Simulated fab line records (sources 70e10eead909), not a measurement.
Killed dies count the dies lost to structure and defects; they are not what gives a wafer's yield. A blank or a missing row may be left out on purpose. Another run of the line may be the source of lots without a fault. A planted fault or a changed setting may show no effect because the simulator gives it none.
Problem report in the 8D (eight disciplines) form, filled by code :: flow nand-harc :: the parts of the form that need people (team, actions taken, sign-off) are left out

## 1. THE ISSUE
Wafers without a fault read 49.4 s, standard deviation 2.7; time-to-endpoint-s at NHARC_A_SGD_CUT_CMP_21 reads a mean of 75.6 s on 3 wafers belonging to 3 lots. That is +9.7 standard deviations from the usual mean.
The step: polishes, target thk 148.19 nm.
Seen first at day 23 23:07 on cmp-03, wafer L256.2. The record has a number at this step for 34 wafers belonging to 12 lots. By rule, "out" or "out of limits" means more than 4 standard deviations away from the usual mean. All remaining wafers that have a number are taken as sound.

## 2. WHAT THIS IS AND IS NOT
question: which readings at this step
is: time-to-endpoint-s
is not: motor-current-A

question: which lots
is: L256, L257, L258
is not: L245, L246, L249, L252, L259, L265, L266, L267, L268

question: which wafers of those lots
is: L256.2, L257.2, L258.2
is not: L256.5, L256.6, L257.4, L258.4

question: read on which tools
is: cmp-02, cmp-03
is not: cmp-01

question: when
is: from day 23 23:07
is not: up to then (14 sound wafers); but 17 sound wafers of L257, L258, L259, L265, L266, L267, L268 came after

## 3. THE SUSPECTS, EACH WITH WHAT RULES IT OUT
Counting: a tool at a process step up to the reading stays a suspect if it ran every lot that is out. Sound lots after the first of them don't rule it out here, since some wafers of a struck lot are sound.
- fcvd-01 at NHARC_A_SGD_CUT_DEP_20 (deposits SiO2, target thk 150 nm): kept. It ran every lot that is out, first L256 (day 23 18:25); its last sound lot up to then is L252 (day 22 11:28).
Remaining after the count: fcvd-01 at NHARC_A_SGD_CUT_DEP_20.

## 4. THE CAUSE (what the simulator had put in)
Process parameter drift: fcvd-01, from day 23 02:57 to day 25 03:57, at NHARC_A_SGD_CUT_DEP_20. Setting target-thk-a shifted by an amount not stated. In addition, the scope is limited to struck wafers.
This tool alone remained once counting was done.

## 5. THE EFFECT CHAIN, in route order
Each row: a reading whose mean over the struck wafers that have a number lies more than 3 standard deviations from the usual. Readings are gone through only where the record gives a usual standard deviation; hours: the median, over the lots, of the time from a lot's start at the first step in this table giving one to that lot's start at this step; sigmas: the change measured in usual standard deviations.
hours: 0
step: NHARC_A_SGD_CUT_CMP_21
reading: time-to-endpoint-s
usual: 49.4 s
on struck wafers: 75.6
change: +26.2
sigmas: +9.7
It contains these process steps:
- NHARC_A_SGD_CUT_CMP_21: polishes, target thk 148.19 nm.
At these later measuring or inspecting steps, every struck wafer for which the step has a row has a number for every such reading, and none has moved that far: NHARC_END_SORT_01.

## 6. WHAT WOULD HAVE CAUGHT IT SOONER
The fault began at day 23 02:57; the first out-of-limits reading in this record came at day 23 23:07, 20 hours later.
Among the 3 lots that are out, L257, L258 began NHARC_A_SGD_CUT_DEP_20 on fcvd-01 after day 23 23:07. A hold on the tool at that time would have spared those 2.
